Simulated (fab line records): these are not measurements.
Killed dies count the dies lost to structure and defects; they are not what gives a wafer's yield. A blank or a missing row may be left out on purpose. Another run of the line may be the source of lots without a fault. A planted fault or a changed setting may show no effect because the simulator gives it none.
2 desks, one fault + flow n5-finfet + what lay behind the numbers comes last; until then each desk has only its own

== THE DEFECT DESK ==
Per lot, the means of the sampled wafers with a number show what the inspections along the route counted. The brackets show how far a lot's mean lies from the usual mean; more than 4 standard deviations puts the lot out of limits, marked OUT.
Columns: A = raw-defect-count at N5_BEOL_M13_INSPECT_55, usual 74
| lot  | first seen here | A             |
|------|-----------------|---------------|
| L666 | day 11 15:56    | 70            |
| L668 | day 12 05:53    | 481 (+15) OUT |
| L670 | day 12 20:16    | 469 (+15) OUT |
| L669 | day 12 23:43    | 486 (+15) OUT |
| L680 | day 15 14:17    | 74            |
| L681 | day 15 18:05    | 50            |
| L684 | day 16 21:21    | 60            |
This desk's finding: out of limits on L668, L669, L670; first on L668, day 12 05:53 (raw-defect-count at N5_BEOL_M13_INSPECT_55). Within limits: L666, L680, L681, L684.

== AT THE METROLOGY DESK ==
Means of the sampled wafers that have a number, per lot and without regard to the tool the lot ran on: this is what the gauges read. The brackets show how far a lot's mean lies from the usual mean; more than 4 standard deviations puts the lot out of limits, marked OUT.
Columns: A = M13_THK at N5_BEOL_M13_THK_MEAS_50, usual 426 nm; B = M13_RS at N5_BEOL_M13_RS_MEAS_54, usual 0.0448 ohm/sq
| lot  | first seen here | A   | B      |
|------|-----------------|-----|--------|
| L666 | day 11 15:47    | 430 | 0.0446 |
| L668 | day 12 05:43    | 430 | 0.0449 |
| L670 | day 12 20:07    | 435 | 0.0442 |
| L669 | day 12 23:34    | 432 | 0.0442 |
| L680 | day 15 14:08    | 424 | 0.0444 |
| L681 | day 15 17:54    | 415 | 0.0451 |
| L684 | day 16 21:12    | 423 | 0.0451 |
Result from this desk: across the 7 lots, nothing is out of limits.

== TAKEN TOGETHER ==
The defect desk could have raised an alarm at day 12 05:53, on L668, L669, L670.
Metrology desk: nothing out of limits seen.
The metrology desk has L668, L669, L670 on record, within its limits.
Of the lots named, all ran N5_BEOL_M13_PRE_CLEAN_52 on pecvd-03.

== WHAT HAD BEEN PUT IN BY THE SIMULATOR ==
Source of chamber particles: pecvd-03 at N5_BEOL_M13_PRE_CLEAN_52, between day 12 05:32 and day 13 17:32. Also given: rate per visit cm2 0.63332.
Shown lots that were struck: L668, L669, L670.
Hours from the fault's start to each desk's first reading out of limits: the defect desk, 0.
